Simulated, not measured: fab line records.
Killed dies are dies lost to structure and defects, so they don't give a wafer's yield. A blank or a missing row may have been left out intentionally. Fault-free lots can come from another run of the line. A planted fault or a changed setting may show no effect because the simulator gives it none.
fab line records	flow n5-finfet
record lots=7	wafers=21
route steps=1938 shown BEOL_M5@1130 BEOL_M7@1263 BEOL_M8@1370 BEOL_M9@1404 BEOL_M10@1470
start-h: the number of hours between the record's first day and the start of the first shown wafer of the lot	wait-h: hours since the lot's step before	" unchanged from the row above	L1.1+2: several wafers, shown together as one row	- value missing, or start not given	* or withheld: withheld	< > ~ a bound
route shown NAME@n: a module of which the file shows steps, and the number in the route of the first	usual: mean/standard deviation taken from wafers without a fault	same: alike in all rows	chamber/n: place in a boat	sites: each site's reading	_std_site: standard deviation across them	_edge_site: mean of outer sites minus mean of inner sites	radius-mm: for every site, how far away it sits from the centre of the wafer	mask NAME#n: copy n	behind: the most recent tool/chamber to have shaped the wafer	hold: cause of the lot's hold/its duration in hours/its outcome	device: whichever transistor did not switch (one of n, p or np)	end of line: the route-end tests of the same wafers	step lacking rows: just its recipe	killed: the dies lost at the first sort to structure and to defects; this is not the yield of the wafer	map: per-die view of a wafer (x killed, . not killed, _ where there is no die)
set.NAME: the setting the step ran with; set.NAME@STEP: the setting that earlier step ran with	model.NAME: the simulator's own value behind a step, which no gauge read
lots where settings were altered on purpose, with a table for each step and a row for each wafer
## steps
# step N5_BEOL_M5_ETCH_72
# recipe chemistry=N2/H2	target=underlayer	target-depth-a=65	mask-material=CAR-EUV	time-s=5.2	ion-energy-ev=200	pressure-mtorr=30	source-w=840	bias-w=150	n2-flow-sccm=200	h2-flow-sccm=200	ends=cleared
# usual rf-vpp-V=525/3.2
lot.wafer	tool	chamber	start-h	wait-h	set.bias-w	set.spin-rpm@BEOL_M5_COAT_71	rf-vpp-V	model.etch.depth-nm
L074.2	rie-diel-05	0	193.72	0.0	150	1500	520	4.965
L074.5	"	0	"	"	150	1643	521	4.749
L074.6	"	1	"	"	150	1643	522	4.756
L077.1	rie-diel-04	3	213.94	0.0	127.3	1500	471	4.993
L077.4	"	2	"	"	127.3	1500	474	4.992
L077.5	"	2	"	"	150	1500	528	4.986
L080.2	rie-diel-04	3	222.45	0.0	150	1500	522	4.992
L080.5	"	1	"	"	150	1339	524	5.297
L080.6	"	2	"	"	150	1500	526	5.004
L085.1	rie-diel-02	1	263.30	0.0	165.4	1663	557	4.739
L085.4	"	3	"	"	150	1663	523	4.748
L085.5	"	2	"	"	150	1500	528	4.997
L087.2	rie-diel-02	2	282.04	0.0	132	1500	486	5.009
L087.3	"	3	"	"	150	1500	522	4.998
L087.6	"	0	"	"	132	1440	482	5.109
L091.1	rie-diel-04	2	297.06	0.0	164.3	1345	561	5.291
L091.3	"	0	"	"	164.3	1345	560	5.292
L091.6	"	2	"	"	150	1500	529	5.019
L095.1	rie-diel-04	1	317.68	0.0	150	1500	524	4.995
L095.4	"	0	"	"	150	1500	528	4.99
L095.5	"	2	"	"	150	1500	529	5.007
# step N5_BEOL_M5_DEP_56
# recipe material=SiCN	target-thk-a=80	temp-c=withheld	precursor=3MS/NH3	pressure-torr=3	rf-w=202	time-s=14
lot.wafer	tool	chamber	start-h	wait-h	set.time-s	model.SiCN_of_BEOL_M5_DEP_56.thk-nm
L074.2	pecvd-04	1	205.34	0.0	14	8
L074.5	"	2	"	"	14	8.2
L074.6	"	1	"	"	14.91	8.6
L077.1	pecvd-04	0	225.92	0.0	14	8.2
L077.4	"	0	"	"	12.9	7.6
L077.5	"	2	"	"	14	8.4
L080.2	pecvd-03	1	233.17	0.0	14	7.8
L080.5	"	1	"	"	14	8.2
L080.6	"	0	"	"	14	8
L085.1	pecvd-03	1	274.91	0.0	14	7.8
L085.4+5	"	0,2	"	"	14	8.2
L087.2+3	pecvd-02	0,1	290.60	0.0	14	8
L087.6	"	1	"	"	15.57	9
L091.1	pecvd-02	0	305.14	0.0	14.63	8.2
L091.3	"	2	"	"	14	8
L091.6	"	0	"	"	14	7.8
L095.1+4+5	pecvd-04	2,0,2	325.97	0.0	14	7.8
# step N5_BEOL_M7_ILD_DEP_00
# recipe material=SiCOH_lowk	target-thk-a=1797.5	temp-c=300	precursor=DEMS/porogen	pressure-torr=5	rf-w=500	time-s=33.4
lot.wafer	tool	chamber	start-h	wait-h	set.time-s	model.SiCOH_lowk_of_BEOL_M7_ILD_DEP_00.thk-nm
L074.2	pecvd-02	0	213.41	0.0	33.4	177.6
L074.5	"	1	"	"	33.4	178.2
L074.6	"	0	"	"	28.4	153.8
L077.1	pecvd-02	1	235.66	0.0	33.4	179.8
L077.4	"	1	"	"	33.4	182.8
L077.5	"	0	"	"	33.4	182.4
L080.2	pecvd-02	2	241.05	0.0	28.48	154.8
L080.5	"	0	"	"	28.48	156.6
L080.6	"	1	"	"	33.4	183.4
L085.1	pecvd-02	0	282.35	0.0	33.4	180.8
L085.4	"	2	"	"	33.4	184.8
L085.5	"	0	"	"	33.4	183.6
L087.2	pecvd-02	2	298.70	0.0	29.31	157.6
L087.3	"	2	"	"	29.31	160.8
L087.6	"	1	"	"	33.4	180
L091.1	pecvd-04	2	313.50	0.0	33.4	177
L091.3	"	0	"	"	37.46	198.8
L091.6	"	0	"	"	37.46	203.4
L095.1	pecvd-01	0	335.39	0.0	33.4	176
L095.4	"	1	"	"	33.4	183.2
L095.5	"	0	"	"	33.4	180
# step N5_BEOL_M7_CURE_74
# recipe temp-c=385	time-s=240	ambient=He/Ar	material=SiCOH_lowk
lot.wafer	tool	chamber	start-h	wait-h	set.time-s@BEOL_M7_ILD_DEP_00	model.SiCOH_lowk_of_BEOL_M7_ILD_DEP_00.thk-nm
L074.2	uv-cure-01	0	213.58	0.1	33.4	153
L074.5	"	0	"	"	33.4	153.6
L074.6	"	0	"	"	28.4	132.4
L077.1	uv-cure-02	1	236.32	0.6	33.4	155
L077.4	"	1	"	"	33.4	157.6
L077.5	"	1	"	"	33.4	157.4
L080.2	uv-cure-02	2	241.19	0.1	28.48	133.2
L080.5	"	2	"	"	28.48	135
L080.6	"	2	"	"	33.4	158.2
L085.1	uv-cure-02	1	282.41	0.0	33.4	156
L085.4	"	1	"	"	33.4	159.4
L085.5	"	1	"	"	33.4	158.4
L087.2	uv-cure-03	0	298.86	0.1	29.31	135.8
L087.3	"	0	"	"	29.31	138.4
L087.6	"	0	"	"	33.4	155.2
L091.1	uv-cure-02	2	313.57	0.0	33.4	152.6
L091.3	"	2	"	"	37.46	171.6
L091.6	"	2	"	"	37.46	175.6
L095.1	uv-cure-02	2	335.46	0.0	33.4	151.6
L095.4	"	2	"	"	33.4	158
L095.5	"	2	"	"	33.4	155.2
# step N5_BEOL_M7_THK_MEAS_01
# recipe reads=SiCOH_lowk_of_BEOL_M7_ILD_DEP_00
# usual M7_ILD_THK=155.1/2
lot.wafer	tool	chamber	start-h	wait-h	set.time-s@BEOL_M7_ILD_DEP_00	M7_ILD_THK[nm]
L074.2	film-metro-01	-	214.01	0.4	33.4	153.1
L074.5	"	-	"	"	33.4	153.6
L074.6	"	-	"	"	28.4	132.3
L077.1	film-metro-02	-	236.84	0.4	33.4	155.2
L077.4	"	-	"	"	33.4	157.6
L077.5	"	-	"	"	33.4	157.4
L080.2	film-metro-01	-	241.63	0.4	28.48	133.3
L080.5	"	-	"	"	28.48	135.0
L080.6	"	-	"	"	33.4	158.2
L085.1	film-metro-01	-	282.93	0.4	33.4	155.8
L085.4	"	-	"	"	33.4	159.6
L085.5	"	-	"	"	33.4	158.4
L087.2	film-metro-01	-	299.30	0.4	29.31	135.7
L087.3	"	-	"	"	29.31	138.6
L087.6	"	-	"	"	33.4	155.2
L091.1	film-metro-02	-	314.08	0.4	33.4	152.5
L091.3	"	-	"	"	37.46	171.6
L091.6	"	-	"	"	37.46	175.5
L095.1	film-metro-01	-	335.97	0.4	33.4	151.7
L095.4	"	-	"	"	33.4	158.0
L095.5	"	-	"	"	33.4	155.0
# step N5_BEOL_M7_ETCH_61
# recipe chemistry=CF4	target=SiARC	target-depth-a=455	mask-material=CAR-ArF	time-s=75.8	ion-energy-ev=80	pressure-mtorr=40	source-w=545	bias-w=36	Ar_flow_sccm=100	cf4-flow-sccm=100	ends=cleared
# usual etch-rf-on-time-s=75.4/1.6	rf-vpp-V=184.1/1.3
lot.wafer	tool	chamber	start-h	wait-h	set.source-w	etch-rf-on-time-s	rf-vpp-V
L074.2	rie-diel-02	0	217.82	0.0	545	75.9	183.2
L074.5	"	3	"	"	507.4	78.6	189.9
L074.6	"	0	"	"	507.4	81.2	189.1
L077.1	rie-diel-04	2	237.81	0.0	474.5	84.8	194.7
L077.4	"	1	"	"	545	78.0	183.9
L077.5	"	0	"	"	474.5	83.9	194.6
L080.2	rie-diel-04	3	243.30	0.0	545	76.0	184.1
L080.5	"	0	"	"	454.4	86.7	196.6
L080.6	"	1	"	"	454.4	91.5	195.2
L085.1	rie-diel-05	1	284.98	0.0	545	79.5	184.1
L085.4	"	3	"	"	545	74.7	184.0
L085.5	"	1	"	"	488.9	87.7	190.5
L087.2	rie-diel-04	0	300.59	0.0	508.5	78.6	188.1
L087.3	"	1	"	"	545	75.5	184.2
L087.6	"	0	"	"	545	73.8	183.2
L091.1	rie-diel-02	0	317.78	0.0	545	76.1	183.3
L091.3	"	1	"	"	491.4	81.4	191.1
L091.6	"	2	"	"	491.4	84.0	193.0
L095.1	rie-diel-02	3	337.96	0.0	545	73.5	183.8
L095.4	"	0	"	"	545	76.3	183.7
L095.5	"	3	"	"	545	73.8	184.3
# step N5_BEOL_M7_COAT_71
# recipe resist=underlayer	temp-c=205	time-s=60	spin-rpm=1500	resist-thk-nm=5
lot.wafer	tool	chamber	start-h	wait-h	set.spin-rpm
L074.2+6	litho-track-04	0	-	-	1500
L074.5	"	0	"	"	1576
L077.1	litho-track-04	0	-	-	1500
L077.4+5	"	0	"	"	1643
L080.2+6	litho-track-01	0	-	-	1500
L080.5	"	0	"	"	1571
L085.1+5	litho-track-04	0	-	-	1336
L085.4	"	0	"	"	1500
L087.2+6	litho-track-03	0	-	-	1500
L087.3	"	0	"	"	1555
L091.1+3	litho-track-04	0	-	-	1360
L091.6	"	0	"	"	1500
L095.1+4+5	litho-track-04	0	-	-	1500
# step N5_BEOL_M7_COAT_22
# recipe resist=CAR-EUV	spin-rpm=1500	resist-thk-nm=30
# step N5_BEOL_M7_EBR_24
# recipe solvent=PGMEA	ebr-width-mm=1.5
# step N5_BEOL_M7_DESCUM_33
# recipe chemistry=O2	time-s=7	source-power-w=50	bias-power-w=20	pressure-mtorr=20	rf-frequency-hz=2.712e+07	temp-c=40	resist=CAR-EUV	o2-flow-sccm=225
# step N5_BEOL_M7_ETCH_72
# recipe chemistry=N2/H2	target=underlayer	target-depth-a=65	mask-material=CAR-EUV	time-s=5.2	ion-energy-ev=200	pressure-mtorr=30	source-w=840	bias-w=150	n2-flow-sccm=200	h2-flow-sccm=200	ends=cleared
lot.wafer	tool	chamber	start-h	wait-h	set.spin-rpm@BEOL_M7_COAT_71	model.CAR-EUV_of_BEOL_M7_COAT_22.thk-nm	model.etch.depth-nm
L074.2	rie-diel-02	3	221.47	0.0	1500	20.4	4.994
L074.5	"	0	"	"	1576	20.6	4.883
L074.6	"	3	"	"	1500	20.4	4.989
L077.1	rie-diel-02	3	238.83	0.0	1500	20.2	4.99
L077.4	"	2	"	"	1643	20.6	4.778
L077.5	"	0	"	"	1643	20.6	4.765
L080.2	rie-diel-04	2	245.98	0.0	1500	20.4	5.019
L080.5	"	3	"	"	1571	20.4	4.901
L080.6	"	0	"	"	1500	20.2	5.011
L085.1	rie-diel-05	2	287.78	0.0	1336	20	5.294
L085.4	"	2	"	"	1500	20.2	5.004
L085.5	"	1	"	"	1336	20	5.309
L087.2	rie-diel-05	1	303.19	0.0	1500	20.4	5.005
L087.3	"	0	"	"	1555	20.4	4.926
L087.6	"	2	"	"	1500	20.2	5.004
L091.1	rie-diel-02	1	318.91	0.0	1360	20	5.257
L091.3	"	2	"	"	1360	20	5.269
L091.6	"	0	"	"	1500	20.4	5.02
L095.1	rie-diel-05	0	339.53	0.0	1500	20.4	4.996
L095.4	"	2	"	"	1500	20.4	5.008
L095.5	"	1	"	"	1500	20.4	5.026
# step N5_BEOL_M7_ETCH_65
# recipe chemistry=CF4	target=SiARC	target-depth-a=156	mask-material=CAR-EUV	time-s=26	ion-energy-ev=80	pressure-mtorr=40	source-w=545	bias-w=36	Ar_flow_sccm=100	cf4-flow-sccm=100	ends=cleared
lot.wafer	tool	chamber	start-h	wait-h	set.spin-rpm@BEOL_M7_COAT_71	model.CAR-EUV_of_BEOL_M7_COAT_22.thk-nm
L074.2+6	rie-diel-02	3	221.48	0.0	1500	11.2
L074.5	"	0	"	"	1576	11.4
L077.1	rie-diel-02	3	238.85	0.0	1500	11
L077.4+5	"	2,0	"	"	1643	11.4
L080.2	rie-diel-04	2	245.99	0.0	1500	11.2
L080.5	"	3	"	"	1571	11.2
L080.6	"	0	"	"	1500	11
L085.1+5	rie-diel-05	2,1	287.79	0.0	1336	10.8
L085.4	"	2	"	"	1500	11.2
L087.2+6	rie-diel-05	1,2	303.21	0.0	1500	11
L087.3	"	0	"	"	1555	11.2
L091.1+3	rie-diel-02	1,2	318.93	0.0	1360	10.8
L091.6	"	0	"	"	1500	11
L095.1	rie-diel-05	0	339.55	0.0	1500	11.2
L095.4+5	"	2,1	"	"	1500	11
# step N5_BEOL_M8_ETCH_65
# recipe chemistry=CF4	target=SiARC	target-depth-a=156	mask-material=CAR-EUV	time-s=26	ion-energy-ev=80	pressure-mtorr=40	source-w=545	bias-w=36	Ar_flow_sccm=100	cf4-flow-sccm=100	ends=cleared
# usual etch-rf-on-time-s=26.2/0.65	rf-vpp-V=184.1/1.3
lot.wafer	tool	chamber	start-h	wait-h	set.source-w	etch-rf-on-time-s	rf-vpp-V
L074.2	rie-diel-03	3	230.53	0.0	518.7	28.3	188.9
L074.5	"	2	"	"	518.7	27.5	189.5
L074.6	"	1	"	"	545	25.0	183.1
L077.1	rie-diel-03	2	246.08	0.0	545	26.1	185.6
L077.4	"	3	"	"	545	27.0	186.4
L077.5	"	1	"	"	605.9	22.9	177.3
L080.2	rie-diel-06	2	253.65	0.0	545	26.1	185.6
L080.5	"	0	"	"	545	26.6	184.1
L080.6	"	3	"	"	619.9	23.1	176.4
L085.1	rie-diel-03	3	297.16	0.0	519.2	28.1	187.5
L085.4	"	2	"	"	545	25.9	183.8
L085.5	"	3	"	"	545	27.2	186.9
L087.2	rie-diel-06	2	309.74	0.0	545	25.6	183.1
L087.3	"	0	"	"	545	26.4	183.0
L087.6	"	2	"	"	505.4	27.6	188.9
L091.1	rie-diel-01	0	327.51	0.0	545	27.4	185.7
L091.3	"	3	"	"	463.1	30.3	194.5
L091.6	"	3	"	"	463.1	30.5	195.2
L095.1	rie-diel-06	3	348.54	0.0	545	25.9	181.7
L095.4	"	2	"	"	545	26.1	184.3
L095.5	"	1	"	"	545	26.0	183.5
# step N5_BEOL_M8_TRENCH_ETCH_37
# recipe chemistry=C4F6/O2	target-depth-a=934.78	target=SiCOH_lowk	time-s=31.2	ion-energy-ev=250	pressure-mtorr=30	source-w=345	bias-w=185	Ar_flow_sccm=300	C4F6_flow_sccm=10	O2_flow_sccm=10
# usual rf-vpp-V=669/9.1
lot.wafer	tool	chamber	start-h	wait-h	set.bias-w	rf-vpp-V
L074.2	rie-diel-03	3	-	-	175	649
L074.5	"	2	"	"	185	677
L074.6	"	1	"	"	185	661
L077.1	rie-diel-03	2	-	-	166.8	622
L077.4	"	3	"	"	185	678
L077.5	"	1	"	"	185	661
L080.2	rie-diel-06	2	-	-	157.3	596
L080.5	"	0	"	"	157.3	596
L080.6	"	3	"	"	185	664
L085.1	rie-diel-03	3	-	-	185	680
L085.4	"	2	"	"	200.4	721
L085.5	"	3	"	"	185	678
L087.2	rie-diel-06	2	-	-	203.4	733
L087.3	"	0	"	"	185	680
L087.6	"	2	"	"	185	680
L091.1	rie-diel-01	0	-	-	185	671
L091.3	"	3	"	"	185	668
L091.6	"	3	"	"	185	667
L095.1	rie-diel-06	3	-	-	185	662
L095.4	"	2	"	"	185	680
L095.5	"	1	"	"	185	652
# step N5_BEOL_M9_PECVD_70
# recipe material=SiO2	target-thk-a=200	temp-c=400	precursor=TEOS/O2	pressure-torr=5.5	rf-w=450	teos-flow-sccm=53.8	gas=O2	flow-sccm=3000	time-s=22.7
lot.wafer	tool	chamber	start-h	wait-h	set.time-s	model.SiO2_of_BEOL_M9_PECVD_70.thk-nm
L074.2	pecvd-03	1	237.35	0.0	22.7	20.4
L074.5+6	"	2,1	"	"	22.7	20.6
L077.1	pecvd-03	0	250.61	0.0	24.66	21
L077.4	"	2	"	"	24.66	22
L077.5	"	0	"	"	22.7	19.8
L080.2	pecvd-04	0	257.99	0.0	20.52	18.2
L080.5+6	"	2,0	"	"	22.7	20.2
L085.1	pecvd-02	2	301.49	0.0	22.7	19.6
L085.4	"	1	"	"	22.7	20
L085.5	"	1	"	"	20.86	18.6
L087.2+3	pecvd-02	2,1	316.83	0.0	22.7	19.6
L087.6	"	0	"	"	22.7	20.6
L091.1+6	pecvd-02	1,2	332.63	0.0	20.32	17.8
L091.3	"	1	"	"	22.7	19.8
L095.1+5	pecvd-02	0	352.37	0.1	22.7	20.2
L095.4	"	1	"	"	22.7	19.6
# step N5_BEOL_M9_HM_DEP_02
# recipe material=TiN	target-thk-a=200	temp-c=25	chamber-pressure-pa=0.49996
# step N5_BEOL_M9_COAT_59
# recipe resist=SOC	temp-c=250	time-s=60	spin-rpm=1500	resist-thk-nm=100
# step N5_BEOL_M9_STRIP_80
# recipe chemistry=N2/H2	time-s=10	power-w=450	temp-c=40	pressure-mtorr=20	rf-frequency-hz=6e+07	bias-power-w=7	n2-flow-sccm=200	h2-flow-sccm=200
# step N5_BEOL_M9_HM_STRIP_39
# recipe chemistry=peroxide-tin-strip	material=TiN	target-depth-a=250	temp-c=50	time-s=158
lot.wafer	tool	chamber	start-h	wait-h	set.time-s@BEOL_M9_PECVD_70	model.SiO2_of_BEOL_M9_PECVD_70.thk-nm
L074.2	wet-bench-03	3	239.94	0.0	22.7	20.2
L074.5+6	"	5,6	"	"	22.7	20.4
L077.1	wet-bench-05	5	253.99	0.0	24.66	20.8
L077.4	"	4	"	"	24.66	21.8
L077.5	"	6	"	"	22.7	19.6
L080.2	wet-bench-05	3	261.21	0.0	20.52	18
L080.5+6	"	2,7	"	"	22.7	20
L085.1	wet-bench-03	4	306.06	0.0	22.7	19.4
L085.4	"	5	"	"	22.7	19.8
L085.5	"	3	"	"	20.86	18.6
L087.2	wet-bench-03	0	319.64	0.0	22.7	19.4
L087.3	"	1	"	"	22.7	19.6
L087.6	"	5	"	"	22.7	20.4
L091.1+6	wet-bench-06	0,4	336.42	0.0	20.32	17.6
L091.3	"	1	"	"	22.7	19.6
L095.1	wet-bench-06	1	357.81	0.0	22.7	20
L095.4	"	4	"	"	22.7	19.6
L095.5	"	0	"	"	22.7	20.2
# step N5_BEOL_M10_ILD_DEP_00
# recipe material=SiCOH_lowk	target-thk-a=3085.1	temp-c=300	precursor=DEMS/porogen	pressure-torr=5	rf-w=500	time-s=58
lot.wafer	tool	chamber	start-h	wait-h	set.time-s	model.SiCOH_lowk_of_BEOL_M10_ILD_DEP_00.thk-nm
L074.2	pecvd-03	2	243.30	0.0	58	302
L074.5	"	2	"	"	58	309.8
L074.6	"	1	"	"	61.53	329.8
L077.1	pecvd-03	0	256.88	0.0	58	305.4
L077.4	"	1	"	"	58	311.2
L077.5	"	0	"	"	58	311.8
L080.2	pecvd-01	0	263.73	0.0	58	312.2
L080.5	"	1	"	"	52.42	285.8
L080.6	"	0	"	"	52.42	281.8
L085.1	pecvd-03	0	308.89	0.0	58	306.2
L085.4	"	1	"	"	51.53	272.2
L085.5	"	2	"	"	51.53	281.2
L087.2	pecvd-01	0	322.04	0.0	51.51	275.4
L087.3	"	2	"	"	58	302.2
L087.6	"	0	"	"	51.51	280.8
L091.1	pecvd-03	0	339.12	0.0	58	308.6
L091.3	"	1	"	"	58	304.6
L091.6	"	1	"	"	58	308
L095.1	pecvd-04	1	360.23	0.0	58	311.8
L095.4	"	2	"	"	58	314.2
L095.5	"	1	"	"	58	312.6
# step N5_BEOL_M10_CURE_71
# recipe temp-c=385	time-s=240	ambient=He/Ar	material=SiCOH_lowk
lot.wafer	tool	chamber	start-h	wait-h	set.time-s@BEOL_M10_ILD_DEP_00	model.SiCOH_lowk_of_BEOL_M10_ILD_DEP_00.thk-nm
L074.2	uv-cure-01	2	243.46	0.1	58	262.4
L074.5	"	2	"	"	58	269.2
L074.6	"	2	"	"	61.53	286.8
L077.1	uv-cure-02	2	256.96	0.0	58	265.2
L077.4	"	2	"	"	58	270.4
L077.5	"	2	"	"	58	270.8
L080.2	uv-cure-01	1	263.89	0.1	58	271.2
L080.5	"	1	"	"	52.42	248
L080.6	"	1	"	"	52.42	244.4
L085.1	uv-cure-01	0	308.96	0.0	58	265.8
L085.4	"	0	"	"	51.53	236
L085.5	"	0	"	"	51.53	243.8
L087.2	uv-cure-01	2	322.20	0.1	51.51	238.8
L087.3	"	2	"	"	58	262.4
L087.6	"	2	"	"	51.51	243.4
L091.1	uv-cure-02	1	339.19	0.0	58	268.2
L091.3	"	1	"	"	58	264.6
L091.6	"	1	"	"	58	267.6
L095.1	uv-cure-02	0	360.31	0.0	58	270.8
L095.4	"	0	"	"	58	273
L095.5	"	0	"	"	58	271.6
# step N5_BEOL_M10_THK_MEAS_01
# recipe reads=SiCOH_lowk_of_BEOL_M10_ILD_DEP_00
# usual M10_ILD_THK=268/3.3
lot.wafer	tool	chamber	start-h	wait-h	set.time-s@BEOL_M10_ILD_DEP_00	M10_ILD_THK[nm]
L074.2	film-metro-02	-	243.89	0.4	58	262
L074.5	"	-	"	"	58	269
L074.6	"	-	"	"	61.53	287
L077.1	film-metro-02	-	257.47	0.4	58	265
L077.4	"	-	"	"	58	270
L077.5	"	-	"	"	58	271
L080.2	film-metro-02	-	264.32	0.4	58	271
L080.5	"	-	"	"	52.42	248
L080.6	"	-	"	"	52.42	244
L085.1	film-metro-02	-	309.48	0.4	58	266
L085.4	"	-	"	"	51.53	236
L085.5	"	-	"	"	51.53	244
L087.2	film-metro-02	-	322.63	0.4	51.51	239
L087.3	"	-	"	"	58	262
L087.6	"	-	"	"	51.51	243
L091.1	film-metro-02	-	339.71	0.4	58	268
L091.3	"	-	"	"	58	264
L091.6	"	-	"	"	58	268
L095.1	film-metro-02	-	360.82	0.4	58	271
L095.4	"	-	"	"	58	273
L095.5	"	-	"	"	58	272
## key
split step=N5_BEOL_M5_ETCH_72	setting=bias-w	stated=150	by=wafer
response step=N5_BEOL_M5_ETCH_72	reading=rf-vpp-V	change=+3.35	per=1%	r=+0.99
split step=N5_BEOL_M5_DEP_56	setting=time-s	stated=14	by=wafer
response step=N5_BEOL_M5_DEP_56	reading=model.SiCN_of_BEOL_M5_DEP_56.thk-nm	change=+0.0853	per=1%	r=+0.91
split step=N5_BEOL_M7_ILD_DEP_00	setting=time-s	stated=33.4	by=wafer
response step=N5_BEOL_M7_ILD_DEP_00	reading=model.SiCOH_lowk_of_BEOL_M7_ILD_DEP_00.thk-nm	change=+1.78	per=1%	r=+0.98
response step=N5_BEOL_M7_CURE_74	reading=model.SiCOH_lowk_of_BEOL_M7_ILD_DEP_00.thk-nm	change=+1.55	per=1%	r=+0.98
response step=N5_BEOL_M7_THK_MEAS_01	reading=M7_ILD_THK	change=+1.55	per=1%	r=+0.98
split step=N5_BEOL_M7_ETCH_61	setting=source-w	stated=545	by=wafer
response step=N5_BEOL_M7_ETCH_61	reading=etch-rf-on-time-s	change=*	per=1%	r=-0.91
response step=N5_BEOL_M7_ETCH_61	reading=rf-vpp-V	change=-0.761	per=1%	r=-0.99
split step=N5_BEOL_M7_COAT_71	setting=spin-rpm	stated=1500	by=wafer
response step=N5_BEOL_M7_ETCH_72	reading=model.CAR-EUV_of_BEOL_M7_COAT_22.thk-nm	change=+0.0323	per=1%	r=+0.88
response step=N5_BEOL_M7_ETCH_72	reading=model.etch.depth-nm	change=-0.025	per=1%	r=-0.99
response step=N5_BEOL_M7_ETCH_65	reading=model.CAR-EUV_of_BEOL_M7_COAT_22.thk-nm	change=+0.0342	per=1%	r=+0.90
split step=N5_BEOL_M8_ETCH_65	setting=source-w	stated=545	by=wafer
response step=N5_BEOL_M8_ETCH_65	reading=etch-rf-on-time-s	change=*	per=1%	r=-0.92
response step=N5_BEOL_M8_ETCH_65	reading=rf-vpp-V	change=-0.678	per=1%	r=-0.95
split step=N5_BEOL_M8_TRENCH_ETCH_37	setting=bias-w	stated=185	by=wafer
response step=N5_BEOL_M8_TRENCH_ETCH_37	reading=rf-vpp-V	change=+4.75	per=1%	r=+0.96
split step=N5_BEOL_M9_PECVD_70	setting=time-s	stated=22.7	by=wafer
response step=N5_BEOL_M9_PECVD_70	reading=model.SiO2_of_BEOL_M9_PECVD_70.thk-nm	change=+0.189	per=1%	r=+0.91
response step=N5_BEOL_M9_HM_STRIP_39	reading=model.SiO2_of_BEOL_M9_PECVD_70.thk-nm	change=+0.184	per=1%	r=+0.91
split step=N5_BEOL_M10_ILD_DEP_00	setting=time-s	stated=58	by=wafer
response step=N5_BEOL_M10_ILD_DEP_00	reading=model.SiCOH_lowk_of_BEOL_M10_ILD_DEP_00.thk-nm	change=+2.68	per=1%	r=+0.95
response step=N5_BEOL_M10_CURE_71	reading=model.SiCOH_lowk_of_BEOL_M10_ILD_DEP_00.thk-nm	change=+2.36	per=1%	r=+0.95
response step=N5_BEOL_M10_THK_MEAS_01	reading=M10_ILD_THK	change=+2.37	per=1%	r=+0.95
split outside-this-file step=N5_BEOL_M5_COAT_71 setting=spin-rpm
# split outside-this-file: this setting was split too, and the file shows its column; the key of that split is in another file
